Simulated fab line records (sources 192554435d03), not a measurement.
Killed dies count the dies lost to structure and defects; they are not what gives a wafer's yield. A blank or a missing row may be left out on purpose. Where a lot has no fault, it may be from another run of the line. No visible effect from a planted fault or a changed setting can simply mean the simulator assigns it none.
Matching of chambers | flow n5Finfet | N5_BEOL_M5_PECVD_70 on pecvd-03: 3 sister chambers
The step deposits SiO2 from TEOS/O2, target thk 16 nm, time 18 s. 16 wafers are shown with their chamber, then 8 later ones without.

== WAFERS, EACH WITH ITS CHAMBER ==
wafer  | chamber | showerheadPlenumPTorr (Torr) | throttleValvePct (%) | heaterPowerW (W)
L076.1 | 0       | 8.86                         | 22.3                 | 740
L076.4 | 0       | 8.87                         | 22.6                 | 747
L076.6 | 1       | 8.72                         | 22.1                 | 729
L075.2 | 1       | 8.76                         | 21.9                 | 646
L075.5 | 1       | 8.74                         | 21.9                 | 635
L075.6 | 2       | 8.85                         | 21.2                 | 846
L077.2 | 2       | 8.84                         | 21.0                 | 797
L077.3 | 1       | 8.74                         | 21.8                 | 731
L077.4 | 0       | 8.83                         | 22.6                 | 733
L078.3 | 1       | 8.74                         | 21.7                 | 735
L078.4 | 2       | 8.86                         | 21.4                 | 791
L078.6 | 0       | 8.89                         | 22.6                 | 727
L083.1 | 1       | 8.73                         | 22.0                 | 723
L083.3 | 1       | 8.74                         | 22.0                 | 710
L083.6 | 0       | 8.89                         | 22.6                 | 740
L091.3 | 0       | 8.88                         | 22.8                 | 653

SIGNATURES, as means of the wafers listed above
reading               | chamber 0 | chamber 1 | chamber 2 | scatter within a chamber
showerheadPlenumPTorr | 8.8700    | 8.7386    | 8.8500    | 0.0168
throttleValvePct      | 22.583    | 21.914    | 21.200    | 0.156
heaterPowerW          | 723.33    | 701.29    | 811.33    | 38
Rule: for a wafer and a chamber, the distance is found by dividing, reading by reading, the gap between the wafer's reading and the chamber's mean by the reading's scatter, squaring, summing and taking the root. If the next closest chamber is less than 2 further off than the closest, the wafer can't be placed; otherwise it belongs to the closest. The scatter is the square root of a quotient: the sum, over the shown wafers, of each reading's squared deviation from its chamber's mean, divided by wafers minus chambers.

== WAFERS WITH NO CHAMBER GIVEN ==
wafer  | showerheadPlenumPTorr (Torr) | throttleValvePct (%) | heaterPowerW (W)
L091.4 | 8.87                         | 20.3                 | 793
L091.6 | 8.88                         | 23.0                 | 652
L090.2 | 8.87                         | 23.2                 | 642
L090.3 | 8.84                         | 20.3                 | 776
L090.5 | 8.85                         | 23.0                 | 646
L097.2 | 8.75                         | 21.9                 | 603
L097.4 | 8.74                         | 21.8                 | 609
L097.5 | 8.84                         | 20.4                 | 771

== EACH ONE'S CHAMBER ==
wafer  | from the rows above | in truth
L091.4 | 2                   | 2
L091.6 | 0                   | 0
L090.2 | 0                   | 0
L090.3 | 2                   | 2
L090.5 | 0                   | 0
L097.2 | 1                   | 1
L097.4 | 1                   | 1
L097.5 | 2                   | 2
Placed correctly: 8 of 8. Can't be placed from these rows: 0. Number placed wrongly: 0.
